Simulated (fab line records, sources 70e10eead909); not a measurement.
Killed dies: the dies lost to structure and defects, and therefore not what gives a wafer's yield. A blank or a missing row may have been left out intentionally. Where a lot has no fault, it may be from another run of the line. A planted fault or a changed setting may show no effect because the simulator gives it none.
Chamber matching || flow nandHarc || NHARC_A_M0_DEP_32 on pecvd-04: 3 sister chambers
The step deposits SiCN, target thk 30 nm. 6 wafers are shown with their chamber, then 11 later ones without.

== WAFERS, EACH WITH ITS CHAMBER ==
{"wafer": "L085.3", "chamber": 1, "showerheadVppV (V)": 1387, "heaterPowerW (W)": 593}
{"wafer": "L089.4", "chamber": 2, "showerheadVppV (V)": 1147, "heaterPowerW (W)": 673}
{"wafer": "L092.1", "chamber": 2, "showerheadVppV (V)": 1171, "heaterPowerW (W)": 628}
{"wafer": "L092.4", "chamber": 0, "showerheadVppV (V)": 1241, "heaterPowerW (W)": 583}
{"wafer": "L092.5", "chamber": 1, "showerheadVppV (V)": 1383, "heaterPowerW (W)": 640}
{"wafer": "L094.1", "chamber": 0, "showerheadVppV (V)": 1254, "heaterPowerW (W)": 580}

== WAFERS WITH NO CHAMBER GIVEN ==
{"wafer": "L094.2", "showerheadVppV (V)": 1355, "heaterPowerW (W)": 618}
{"wafer": "L094.5", "showerheadVppV (V)": 1196, "heaterPowerW (W)": 691}
{"wafer": "L094.3", "showerheadVppV (V)": 1166, "heaterPowerW (W)": 698}
{"wafer": "L094.4", "showerheadVppV (V)": 1243, "heaterPowerW (W)": 556}
{"wafer": "L094.6", "showerheadVppV (V)": 1386, "heaterPowerW (W)": 610}
{"wafer": "L093.2", "showerheadVppV (V)": 1403, "heaterPowerW (W)": 538}
{"wafer": "L093.4", "showerheadVppV (V)": 1183, "heaterPowerW (W)": 643}
{"wafer": "L093.6", "showerheadVppV (V)": 1245, "heaterPowerW (W)": 606}
{"wafer": "L097.1", "showerheadVppV (V)": 1179, "heaterPowerW (W)": 623}
{"wafer": "L097.4", "showerheadVppV (V)": 1382, "heaterPowerW (W)": 528}
{"wafer": "L097.5", "showerheadVppV (V)": 1253, "heaterPowerW (W)": 547}

== EACH ONE'S CHAMBER ==
{"wafer": "L094.2", "from the rows above": 1, "in truth": 1}
{"wafer": "L094.5", "from the rows above": 2, "in truth": 2}
{"wafer": "L094.3", "from the rows above": 2, "in truth": 2}
{"wafer": "L094.4", "from the rows above": 0, "in truth": 0}
{"wafer": "L094.6", "from the rows above": 1, "in truth": 1}
{"wafer": "L093.2", "from the rows above": 1, "in truth": 1}
{"wafer": "L093.4", "from the rows above": 2, "in truth": 2}
{"wafer": "L093.6", "from the rows above": 0, "in truth": 0}
{"wafer": "L097.1", "from the rows above": 2, "in truth": 2}
{"wafer": "L097.4", "from the rows above": 1, "in truth": 1}
{"wafer": "L097.5", "from the rows above": 0, "in truth": 0}
11 of 11 placed correctly. From these rows, 0 cannot be placed. Placed wrongly: 0.
How it was worked out, from the rows above alone: a wafer's distance from a chamber is the root of the sum, over the readings, of the square of ((its reading less the chamber's mean) divided by the reading's scatter). The wafer belongs to the nearest chamber; if the next one is less than 2 further off, it can't be placed. The mean given for a chamber averages the wafers shown for that chamber. The scatter is the square root of a quotient: the sum, over the shown wafers, of each reading's squared deviation from its chamber's mean, divided by wafers minus chambers.
